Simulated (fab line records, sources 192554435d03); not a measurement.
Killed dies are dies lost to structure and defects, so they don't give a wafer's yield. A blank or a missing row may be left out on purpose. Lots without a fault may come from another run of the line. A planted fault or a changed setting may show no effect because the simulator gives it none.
Which tool did it? | flow n5_finfet | 10 lots, 30 wafers sampled, at 6 steps of a route of 1938

WHAT THE GAUGES READ, wafer by wafer
N5_BEOL_M3_THK_MEAS_53: measures by xrf.
lot  | measured     | on            | M3_THK (nm)
L709 | day 7 13:46  | film_metro-01 | 37.1 35.1 36.3
L712 | day 8 04:10  | film_metro-01 | 40.6 39.1 42.1
L713 | day 8 08:29  | film_metro-01 | 39.6 39.0 41.1
L714 | day 8 18:46  | film_metro-02 | 39.2 40.5 41.4
L716 | day 9 09:37  | film_metro-01 | 38.5 40.7 38.8
L718 | day 9 16:06  | film_metro-02 | 37.8 37.5 38.0
L720 | day 10 12:56 | film_metro-01 | 37.9 41.0 39.0
L721 | day 10 14:38 | film_metro-02 | 38.1 39.0 40.5
L726 | day 11 16:58 | film_metro-01 | 38.7 38.9 41.0
L731 | day 12 21:26 | film_metro-02 | 38.7 40.5 39.3

N5_BEOL_M4_RC_MEAS_101.
lot  | measured     | on        | DIBL_N (mV/V)  | DIBL_P (mV/V)  | IOFF_N (nA/um)    | IOFF_P (nA/um) | ION_N (uA/um) | ION_P (uA/um) | SS_N (mV/dec)  | SS_P (mV/dec)  | VT_N (mV)         | VT_P (mV)
L709 | day 8 02:38  | prober-01 | 37.6 37.3 38.0 | 39.4 37.8 39.2 | 0.203 0.181 0.197 | 0.29 0.25 0.28 | 694 679 679   | 475 466 470   | 71.2 71.3 71.7 | 74.3 73.5 74.9 | 245.8 249.1 247.4 | -247 -248 -246
L712 | day 8 11:34  | prober-02 | 36.4 38.7 36.0 | 37.5 40.5 37.8 | 0.165 0.200 0.152 | 0.22 0.27 0.23 | 677 687 679   | 468 468 468   | 71.8 72.6 71.0 | 72.7 74.0 72.7 | 247.4 246.2 251.6 | -253 -247 -246
L713 | day 8 17:46  | prober-01 | 37.7 39.2 34.7 | 38.3 37.7 33.1 | 0.187 0.213 0.126 | 0.26 0.24 0.17 | 678 680 667   | 467 460 458   | 72.6 72.9 71.5 | 74.2 73.9 73.1 | 247.7 248.0 252.7 | -246 -247 -252
L714 | day 9 06:04  | prober-01 | 35.4 35.5 35.6 | 37.0 37.0 37.2 | 0.167 0.166 0.183 | 0.22 0.21 0.22 | 671 680 684   | 469 463 470   | 71.3 71.8 71.2 | 74.0 72.8 73.4 | 247.2 245.1 244.9 | -249 -248 -247
L716 | day 9 19:59  | prober-02 | 38.5 35.3 37.8 | 38.9 36.3 39.0 | 0.202 0.153 0.204 | 0.22 0.19 0.24 | 682 678 696   | 455 466 467   | 72.4 72.1 72.0 | 74.0 73.2 74.1 | 246.2 250.0 245.2 | -250 -253 -249
L718 | day 10 00:07 | prober-02 | 40.3 36.5 38.9 | 41.8 36.5 41.4 | 0.264 0.150 0.217 | 0.28 0.18 0.27 | 698 660 677   | 468 452 467   | 72.5 70.7 72.4 | 74.9 74.0 74.1 | 243.8 251.1 244.8 | -250 -253 -249
L720 | day 11 00:38 | prober-02 | 37.1 36.8 37.4 | 39.3 40.2 40.5 | 0.176 0.175 0.181 | 0.24 0.27 0.27 | 677 670 674   | 463 463 466   | 72.4 72.5 72.5 | 73.6 74.6 74.3 | 250.6 249.6 247.8 | -246 -246 -246
L721 | day 11 02:07 | prober-02 | 34.3 36.4 35.6 | 32.5 34.9 34.2 | 0.132 0.166 0.152 | 0.19 0.22 0.21 | 662 676 670   | 465 470 461   | 70.9 71.2 71.0 | 73.3 73.4 74.0 | 250.2 247.7 249.4 | -251 -250 -250
L726 | day 12 04:27 | prober-01 | 38.4 37.9 37.8 | 38.2 37.6 38.1 | 0.189 0.169 0.193 | 0.24 0.24 0.25 | 696 677 708   | 480 464 484   | 72.0 71.6 72.4 | 73.4 73.5 74.2 | 246.2 245.0 243.7 | -250 -249 -245
L731 | day 14 02:40 | prober-01 | 37.7 38.0 35.4 | 38.6 37.2 34.7 | 0.167 0.171 0.135 | 0.25 0.22 0.18 | 676 680 667   | 467 469 455   | 71.3 71.0 71.3 | 73.1 72.6 72.9 | 249.5 249.2 252.4 | -246 -248 -251

WHICH TOOL RAN EACH LOT (tool, then ch and the chambers of the sampled wafers, then the start)
lot  | N5_BEOL_M3_SPUTTER_90        | N5_BEOL_M3_ECD_50              | N5_BEOL_M3_CMP_52             | N5_BEOL_M3_DEP_57
L709 | pvd_sputter-01, day 7 12:19  | ecd_cu-02 ch 0,1, day 7 13:05  | cmp-04 ch 0,1,2, day 7 13:28  | pecvd-02 ch 0,1,2, day 7 13:57
L712 | pvd_sputter-01, day 8 02:43  | ecd_cu-02 ch 0, day 8 03:29    | cmp-03 ch 0,1, day 8 03:52    | pecvd-04 ch 1,2, day 8 04:22
L713 | pvd_sputter-01, day 8 07:02  | ecd_cu-01 ch 0,1, day 8 07:49  | cmp-03 ch 0,1,3, day 8 08:11  | pecvd-01 ch 0,1,2, day 8 08:41
L714 | pvd_sputter-03, day 8 16:59  | ecd_cu-02 ch 0,1, day 8 17:46  | cmp-02 ch 0,1,3, day 8 18:33  | pecvd-02 ch 0,1, day 8 18:58
L716 | pvd_sputter-01, day 9 08:08  | ecd_cu-02 ch 0,1, day 9 08:55  | cmp-02 ch 2,3, day 9 09:19    | pecvd-04 ch 0,1, day 9 09:48
L718 | pvd_sputter-01, day 9 14:39  | ecd_cu-02 ch 0,1, day 9 15:25  | cmp-04 ch 0,2,3, day 9 15:50  | pecvd-04 ch 0,1, day 9 16:18
L720 | pvd_sputter-01, day 10 11:28 | ecd_cu-02 ch 0,1, day 10 12:16 | cmp-04 ch 0,2, day 10 12:41   | pecvd-04 ch 0,1, day 10 13:10
L721 | pvd_sputter-02, day 10 13:11 | ecd_cu-02 ch 0,1, day 10 13:58 | cmp-02 ch 0,3, day 10 14:20   | pecvd-04 ch 0,1, day 10 14:50
L726 | pvd_sputter-02, day 11 15:10 | ecd_cu-01 ch 0,1, day 11 15:58 | cmp-02 ch 0,2,3, day 11 16:44 | pecvd-04 ch 0,2, day 11 17:09
L731 | pvd_sputter-03, day 12 19:58 | ecd_cu-01 ch 0, day 12 20:46   | cmp-03 ch 0,2, day 12 21:10   | pecvd-02 ch 0,2, day 12 21:37
- N5_BEOL_M3_SPUTTER_90: material Cu, target thk 4.5 nm, time 8.29 s.
- N5_BEOL_M3_ECD_50: material Cu, target thk 300 nm.
- N5_BEOL_M3_CMP_52: polishes, stops on SiOC, t overpolish 6.8 s, target thk 40 nm.
- N5_BEOL_M3_DEP_57: deposits SiCN from 3MS/NH3, target thk 8 nm, time 14 s.

WHAT THE TOOLS THEMSELVES READ (means of the sampled wafers that have a number; where no wafer has one, the mark that the record gives instead)
N5_BEOL_M3_SPUTTER_90.
lot  | tool           | throttle_valve_pct (%)
L709 | pvd_sputter-01 | 30.2
L712 | pvd_sputter-01 | 29.9
L713 | pvd_sputter-01 | 30.2
L714 | pvd_sputter-03 | 30.1
L716 | pvd_sputter-01 | 30.4
L718 | pvd_sputter-01 | 30.0
L720 | pvd_sputter-01 | 30.3
L721 | pvd_sputter-02 | 29.0
L726 | pvd_sputter-02 | 30.4
L731 | pvd_sputter-03 | 30.8

N5_BEOL_M3_CMP_52.
lot  | tool   | motor_current_A (A) | time_to_endpoint_s (s)
L709 | cmp-04 | 5.8                 | 63
L712 | cmp-03 | 6.3                 | 68
L713 | cmp-03 | 6.3                 | 65
L714 | cmp-02 | 6.4                 | 65
L716 | cmp-02 | 6.3                 | 65
L718 | cmp-04 | 5.6                 | 61
L720 | cmp-04 | 6.1                 | 60
L721 | cmp-02 | 6.1                 | 41
L726 | cmp-02 | 6.7                 | 64
L731 | cmp-03 | 6.7                 | 62

N5_BEOL_M3_DEP_57.
lot  | tool     | chamber_pressure_Torr (Torr) | showerhead_plenum_p_Torr (Torr) | throttle_valve_pct (%)
L709 | pecvd-02 | 2.996                        | 3.663                           | 9.1
L712 | pecvd-04 | 3.007                        | 3.663                           | 10.0
L713 | pecvd-01 | 3.004                        | 3.653                           | 9.1
L714 | pecvd-02 | 3.009                        | 3.662                           | 9.4
L716 | pecvd-04 | 2.998                        | 3.661                           | 9.4
L718 | pecvd-04 | 3.005                        | 3.661                           | 9.7
L720 | pecvd-04 | 3.002                        | 3.664                           | 10.0
L721 | pecvd-04 | 2.996                        | 3.661                           | 9.7
L726 | pecvd-04 | 3.001                        | 3.660                           | 8.5
L731 | pecvd-02 | 3.005                        | 3.658                           | 9.3

THE ANSWER, worked out from the rows above alone
Rule: what is usual is taken from the lots themselves. Put in order of their means at a reading, lots are off if they are a third of the lots or fewer, leave a main group of 4 or more, and stand apart from it by a gap of 3 or more times the standard deviation of the main group's means; of several such gaps the widest counts. A main group whose means are all the same, to the digits that the tables above print for the reading, isn't used. A lot without any number at a reading at which 4 lots or more have one is off too. The other lots that the step has rows for count as sound. The gauges are gone through in route order, then the tools' own readings, and for those a lot's mean is taken as printed above. The first step at which some lot is off is used, and at that step the reading that is off furthest; a lot without a number counts as furthest.
Off: L721, at N5_BEOL_M3_SPUTTER_90 (throttle_valve_pct). The main group: mean 30.3 %, standard deviation 0.25.
A tool fits if, at that step or a process step before it, it ran every lot that is off, and no sound lot after the first of them. None of those tried fits.

WHAT THE SIMULATOR HAD PUT IN
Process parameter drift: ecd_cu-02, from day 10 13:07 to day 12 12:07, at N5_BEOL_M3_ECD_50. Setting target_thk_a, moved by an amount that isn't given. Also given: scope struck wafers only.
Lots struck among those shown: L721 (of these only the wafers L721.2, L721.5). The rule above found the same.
